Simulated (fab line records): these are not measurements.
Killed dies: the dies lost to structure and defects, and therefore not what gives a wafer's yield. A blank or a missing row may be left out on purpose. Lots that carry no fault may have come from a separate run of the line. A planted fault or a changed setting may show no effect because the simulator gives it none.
A single fault, viewed from 3 desks :: flow nandHarc :: every desk sees just its own numbers, and what lay behind them comes last

## DESK OF THE TOOL OWNER: pvdSputter-02
The tool's own readings at NHARC_P_M2_PVD_21 (deposits Cu, target thk 30 nm, time 20.49 s): means of the sampled wafers that have a number, for each lot that ran on this tool. If a lot's mean is further than 4 standard deviations from the usual mean, the lot is out of limits and carries the mark OUT (the distance appears in the brackets).
Columns: A = throttleValvePct at NHARC_P_M2_PVD_21, usual 29.4 %
lot: L119
first seen here: day 7 18:48
A: 28.3

lot: L125
first seen here: day 9 10:28
A: 28.3

lot: L126
first seen here: day 9 11:19
A: 28.2
This desk's verdict: no lot among the 3 shows anything out of limits.

## THE DEFECT DESK
Inspection counts along the route, by lot: the mean over sampled wafers that carry a number. If a lot's mean is further than 4 standard deviations from the usual mean, the lot is out of limits and carries the mark OUT (the distance appears in the brackets).
Columns: A = rawDefectCount at NHARC_P_M2_INSPECT_11, usual 3.9
lot: L114
first seen here: day 6 03:19
A: 4.0

lot: L119
first seen here: day 7 17:10
A: 3.7

lot: L125
first seen here: day 9 09:10
A: 4.3

lot: L126
first seen here: day 9 10:01
A: 3.7

lot: L128
first seen here: day 10 00:26
A: 4.3

lot: L134
first seen here: day 11 03:27
A: 2.7
This desk's verdict: no lot among the 6 shows anything out of limits.

## FROM THE METROLOGY DESK
What the gauges read for every lot (on any tool): the sampled wafers with a number, averaged. If a lot's mean is further than 4 standard deviations from the usual mean, the lot is out of limits and carries the mark OUT (the distance appears in the brackets). Shown here are 7 of its 8 readings, the ones lying furthest out on some lot.
Columns: A = overlayXNm at NHARC_P_M2_OVL_MEAS_10, usual -0.1 nm; B = overlayYNm at NHARC_P_M2_OVL_MEAS_10, usual 0.2 nm; C = cdNm at NHARC_P_M2_CD_MEAS_16, usual 170.2 nm; D = thkNm at NHARC_P_BONDPAD_THK_MEAS_33, usual 200.0 nm; E = cdNm at NHARC_P_BONDPAD_CD_MEAS_09, usual 501.8 nm; F = overlayXNm at NHARC_P_BONDPAD_OVL_MEAS_38, usual 1 nm; G = cdNm at NHARC_P_BONDPAD_CD_MEAS_13, usual 501.3 nm
lot: L114
first seen here: day 6 03:16
A: 1.1
B: -1.0
C: 169.8
D: 199.5
E: 502.4
F: 7
G: 502.4

lot: L119
first seen here: day 7 17:07
A: 0.1
B: 0.9
C: 170.1
D: 198.5
E: 501.6
F: 6
G: 501.8

lot: L125
first seen here: day 9 09:07
A: -0.7
B: 0.6
C: 169.0
D: 200.1
E: 502.6
F: 7
G: 502.9

lot: L126
first seen here: day 9 09:59
A: -0.8
B: -1.1
C: 169.8
D: 199.5
E: 503.9
F: -9
G: 503.2

lot: L128
first seen here: day 10 00:25
A: 0.2
B: -0.7
C: 169.8
D: 199.3
E: 503.1
F: 3
G: 503.5

lot: L134
first seen here: day 11 03:25
A: -0.6
B: 1.2
C: 170.6
D: 200.2
E: 500.5
F: -1
G: 500.4
This desk's verdict: no lot among the 6 shows anything out of limits.

## BROUGHT TOGETHER
The tool owner's desk saw nothing out of limits.
No out-of-limits result turned up at the defect desk.
Nothing out of limits was seen by the metrology desk.

## WHAT THE SIMULATOR HAD PUT IN
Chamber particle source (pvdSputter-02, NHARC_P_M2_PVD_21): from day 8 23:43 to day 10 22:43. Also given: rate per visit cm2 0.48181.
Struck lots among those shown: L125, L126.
